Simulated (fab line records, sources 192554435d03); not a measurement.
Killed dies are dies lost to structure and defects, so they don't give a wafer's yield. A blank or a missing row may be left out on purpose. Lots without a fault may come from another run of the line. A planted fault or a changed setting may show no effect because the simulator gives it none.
fab line records | flow n5_finfet
record lots=7 wafers=39
route steps=1938 shown BEOL_M14@1716
start_h: hours from the record's first day to the start of the lot's first wafer shown | wait_h: hours since the lot's step before | " the same as in the row above | L1.1+2: a row that stands for several wafers | - no value, or no start given | * or withheld: withheld | < > ~ a bound
route shown NAME@n: a module of which the file shows steps, and the number in the route of the first | usual: mean/standard deviation of fault-free wafers | same: alike in all rows | chamber/n: place in a boat | sites: the reading at each site | _std_site: their standard deviation | _edge_site: outer sites' mean less inner sites' | radius_mm: how far each site lies from the wafer's centre | mask NAME#n: copy n | behind: the tool/chamber that last shaped the wafer | hold: why the lot was held/for how many hours/how that ended | device: the transistor (n, p or np) that didn't switch | end of line: the same wafers' tests at the end of the route | a step without rows: its recipe alone | killed: dies lost to structure and defects at the first sort, not the wafer's yield | map: a wafer's dies, x killed, . not, _ none there
set.NAME: the setting as run; set.NAME@STEP: as run at that earlier step | model.NAME: the simulator's own value behind a step, which no gauge read
lots whose settings were changed on purpose; a table a step, a row a wafer
## steps
# step N5_BEOL_M14_ILD_DEP_00
# recipe material=SiO2 target_thk_a=11193 temp_c=400 precursor=TEOS/O2 pressure_torr=6.5 rf_w=900 teos_flow_sccm=161.4 gas=O2 flow_sccm=2650 time_s=237.4
# columns lot.wafer tool chamber start_h wait_h set.target_thk_a model.SiO2_of_BEOL_M14_ILD_DEP_00.thk_nm
L075.1 pecvd-02 2 232.47 0.0 16930 1626
L075.2 " 1 " " 16930 1687
L075.3 " 0 " " 16930 1651
L075.4 " 0 " " 11193 1094
L075.5 " 1 " " 11193 1132
L075.6 " 2 " " 11193 1092
L074.1 pecvd-02 0 248.51 0.0 6557 641
L074.2 " 1 " " 11193 1111
L074.3 " 2 " " 11193 1093
L074.4 " 2 " " 6557 644.6
L074.5 " 0 " " 11193 1122
L074.6 " 1 " " 6557 664.8
L077.1 pecvd-03 0 248.66 0.0 11193 1130
L077.2+6 " 2 " " 6323 648.4
L077.3 " 1 " " 6323 624.4
L077.4 " 1 " " 11193 1133
L077.5 " 0 " " 11193 1136
L076.1 pecvd-03 2 250.95 0.0 11193 1118
L076.2 " 0 " " 5761 582.2
L076.3 " 1 " " 5761 578.6
L076.4 " 1 " " 11193 1125
L076.5 " 0 " " 11193 1138
L076.6 " 2 " " 5761 601.8
L079.1 pecvd-03 0 261.89 0.0 7913 780
L079.2 " 2 " " 11193 1122
L079.3 " 1 " " 11193 1101
L079.4 " 1 " " 7913 786.2
L079.5 " 0 " " 11193 1132
L079.6 " 2 " " 7913 818.4
L089.1 pecvd-03 2 339.86 0.0 15660 1568
L089.2 " 0 " " 15660 1548
L089.3 " 1 " " 11193 1112
L089.4 " 0 " " 11193 1129
L089.5 " 2 " " 11193 1142
L089.6 " 1 " " 15660 1586
L095.1 pecvd-01 1 363.82 0.0 11193 1116
L095.5 " 2 " " 11193 1141
L095.6 " 0 " " 11193 1149
# step N5_BEOL_M14_THK_MEAS_01
# recipe reads=SiO2_of_BEOL_M14_ILD_DEP_00
# usual M14_ILD_THK=1117/19
# columns lot.wafer tool chamber start_h wait_h set.target_thk_a@BEOL_M14_ILD_DEP_00 M14_ILD_THK[nm]
L075.1 film_metro-01 - 232.66 0.1 16930 1627
L075.2 " - " " 16930 1687
L075.3 " - " " 16930 1651
L075.4 " - " " 11193 1094
L075.5 " - " " 11193 1133
L075.6 " - " " 11193 1091
L074.1 film_metro-01 - 248.70 0.1 6557 641
L074.2 " - " " 11193 1111
L074.3 " - " " 11193 1093
L074.4 " - " " 6557 645
L074.5 " - " " 11193 1123
L074.6 " - " " 6557 665
L077.1 film_metro-01 - 248.85 0.1 11193 1129
L077.2 " - " " 6323 649
L077.3 " - " " 6323 625
L077.4 " - " " 11193 1133
L077.5 " - " " 11193 1136
L077.6 " - " " 6323 649
L076.1 film_metro-02 - 251.14 0.1 11193 1118
L076.2 " - " " 5761 582
L076.3 " - " " 5761 578
L076.4 " - " " 11193 1125
L076.5 " - " " 11193 1138
L076.6 " - " " 5761 602
L079.1 film_metro-01 - 262.08 0.1 7913 780
L079.2 " - " " 11193 1122
L079.3 " - " " 11193 1102
L079.4 " - " " 7913 786
L079.5 " - " " 11193 1132
L079.6 " - " " 7913 819
L089.1 film_metro-02 - 340.05 0.1 15660 1570
L089.2 " - " " 15660 1547
L089.3 " - " " 11193 1112
L089.4 " - " " 11193 1130
L089.5 " - " " 11193 1142
L089.6 " - " " 15660 1587
L095.1 film_metro-01 - 364.01 0.1 11193 1116
L095.5 " - " " 11193 1141
L095.6 " - " " 11193 1149
# step N5_BEOL_M14_COAT_58
# recipe resist=BARC temp_c=205 time_s=60 spin_rpm=1500 resist_thk_nm=89
# step N5_BEOL_M14_COAT_04
# recipe spin_rpm=1704 resist_thk_nm=800
# step N5_BEOL_M14_DESCUM_15
# recipe chemistry=O2 time_s=7.9 source_power_w=50 bias_power_w=20 pressure_mtorr=20 rf_frequency_hz=2.712e+07 temp_c=40 o2_flow_sccm=225
# step N5_BEOL_M14_ETCH_59
# recipe chemistry=N2/H2 target=BARC target_depth_a=890 overetch_a=267 time_s=67.9 ion_energy_ev=200 pressure_mtorr=30 source_w=840 bias_w=150 n2_flow_sccm=200 h2_flow_sccm=200
# step N5_BEOL_M14_VIA_ETCH_16
# recipe chemistry=C4F8/O2/Ar target=SiO2 he_inner_torr=15 he_outer_torr=30 target_depth_a=12313 time_s=withheld ion_energy_ev=800 pressure_mtorr=20 source_w=1905 bias_w=2040 Ar_flow_sccm=400 C4F8_flow_sccm=16 O2_flow_sccm=12 ends=cleared
# columns lot.wafer tool chamber start_h wait_h set.target_thk_a@BEOL_M14_ILD_DEP_00 model.etch.depth_nm model.coat_of_BEOL_M14_COAT_04.thk_nm
L075.1 rie_diel-02 0 233.14 0.0 16930 1626 327.6
L075.2 " 2 " " 16930 1687 306.4
L075.3 " 3 " " 16930 1651 320.4
L075.4 " 1 " " 11193 1094 453.4
L075.5 " 2 " " 11193 1132 442.2
L075.6 " 3 " " 11193 1092 454.2
L074.1 rie_diel-05 2 249.24 0.0 6557 641.1 566
L074.2 " 0 " " 11193 1111 455.4
L074.3 " 1 " " 11193 1093 454.4
L074.4 " 3 " " 6557 644.6 565
L074.5 " 3 " " 11193 1122 451.2
L074.6 " 0 " " 6557 664.7 558.4
L077.1 rie_diel-06 0 249.38 0.0 11193 1130 449.8
L077.2 " 1 " " 6323 648.4 559.2
L077.3 " 3 " " 6323 624.3 567.8
L077.4 " 2 " " 11193 1133 447.6
L077.5 " 3 " " 11193 1136 444
L077.6 " 0 " " 6323 648.4 563.2
L076.1 rie_diel-05 2 251.75 0.0 11193 1118 457
L076.2 " 0 " " 5761 582.2 585.2
L076.3 " 1 " " 5761 578.6 581.8
L076.4 " 3 " " 11193 1125 455.2
L076.5 " 0 " " 11193 1138 450.4
L076.6 " 1 " " 5761 601.7 577.6
L079.1 rie_diel-06 3 262.80 0.0 7913 780 533.8
L079.2 " 1 " " 11193 1122 449
L079.3 " 2 " " 11193 1101 452.4
L079.4 " 0 " " 7913 786.2 534
L079.5 " 3 " " 11193 1132 445.2
L079.6 " 0 " " 7913 818.5 524.4
L089.1 rie_diel-06 2 340.57 0.0 15660 1568 343.6
L089.2 " 0 " " 15660 1548 355.6
L089.3 " 1 " " 11193 1112 450.6
L089.4 " 3 " " 11193 1129 446
L089.5 " 0 " " 11193 1142 450.8
L089.6 " 1 " " 15660 1586 338.8
L095.1 rie_diel-02 0 364.81 0.0 11193 1116 454
L095.5 " 1 " " 11193 1141 450.6
L095.6 " 2 " " 11193 1149 440.6
## key
split step=N5_BEOL_M14_ILD_DEP_00 setting=target_thk_a stated=11193 by=wafer
response step=N5_BEOL_M14_ILD_DEP_00 reading=model.SiO2_of_BEOL_M14_ILD_DEP_00.thk_nm change=+11 per=1% r=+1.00
response step=N5_BEOL_M14_THK_MEAS_01 reading=M14_ILD_THK change=+11 per=1% r=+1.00
response step=N5_BEOL_M14_VIA_ETCH_16 reading=model.etch.depth_nm change=+11 per=1% r=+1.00
response step=N5_BEOL_M14_VIA_ETCH_16 reading=model.coat_of_BEOL_M14_COAT_04.thk_nm change=-2.63 per=1% r=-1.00
